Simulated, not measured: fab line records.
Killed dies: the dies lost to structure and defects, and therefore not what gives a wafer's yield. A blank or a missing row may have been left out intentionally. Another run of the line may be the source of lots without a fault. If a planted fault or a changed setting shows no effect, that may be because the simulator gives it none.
Chamber matching + flow nand-harc + rie-diel-06 running NHARC_P_CONTACT_STRIP_28: 4 sister chambers
The step strips in O2. 8 wafers are shown with their chamber, then 11 later ones without.

== EACH WAFER AND ITS CHAMBER ==
| wafer  | chamber | rf-vpp-V (V) | throttle-valve-pct (%) |
|--------|---------|--------------|------------------------|
| L080.3 | 1       | 57.6         | 17.054                 |
| L086.2 | 3       | 56.8         | 17.057                 |
| L086.3 | 2       | 58.2         | 17.042                 |
| L086.5 | 0       | 57.9         | 17.041                 |
| L087.2 | 3       | 56.4         | 17.043                 |
| L087.4 | 2       | 57.8         | 17.026                 |
| L087.5 | 1       | 59.0         | 17.038                 |
| L089.2 | 0       | 56.6         | 17.037                 |

== WAFERS WITHOUT THEIR CHAMBER ==
| wafer  | rf-vpp-V (V) | throttle-valve-pct (%) |
|--------|--------------|------------------------|
| L089.5 | 57.8         | 17.026                 |
| L089.6 | 59.3         | 17.035                 |
| L090.2 | 58.4         | 17.029                 |
| L090.5 | 57.7         | 17.039                 |
| L090.6 | 60.0         | 17.033                 |
| L091.1 | 56.8         | 17.040                 |
| L091.5 | 59.6         | 17.032                 |
| L091.6 | 58.1         | 17.032                 |
| L094.2 | 58.5         | 17.038                 |
| L094.3 | 57.6         | 17.018                 |
| L094.6 | 58.5         | 17.033                 |

== WHICH CHAMBER EACH WENT THROUGH ==
| wafer  | from the rows above               | in truth |
|--------|-----------------------------------|----------|
| L089.5 | can't be placed: 2 or 0 or 1      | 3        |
| L089.6 | can't be placed: 1 or 2 or 0      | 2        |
| L090.2 | can't be placed: 2 or 1 or 0      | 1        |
| L090.5 | can't be placed: 0 or 2 or 1 or 3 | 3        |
| L090.6 | can't be placed: 1 or 2 or 0      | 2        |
| L091.1 | can't be placed: 0 or 3 or 2 or 1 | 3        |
| L091.5 | can't be placed: 2 or 1 or 0      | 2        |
| L091.6 | can't be placed: 2 or 0 or 1      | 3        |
| L094.2 | can't be placed: 2 or 1 or 0      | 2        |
| L094.3 | can't be placed: 2 or 0 or 1 or 3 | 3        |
| L094.6 | can't be placed: 2 or 1 or 0      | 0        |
0 of 11 placed correctly. Not placeable from these rows: 11 (in 9, the candidates include the true chamber). Number placed wrongly: 0.
How it was worked out, from the rows above alone: a wafer's distance from a chamber is the root of the sum, over the readings, of the square of ((its reading less the chamber's mean) divided by the reading's scatter). If the next closest chamber is less than 2 further off than the closest, the wafer can't be placed; otherwise it belongs to the closest. Each chamber's mean is taken over the wafers shown for it. The scatter is the square root of a quotient: the sum, over the shown wafers, of each reading's squared deviation from its chamber's mean, divided by wafers minus chambers.
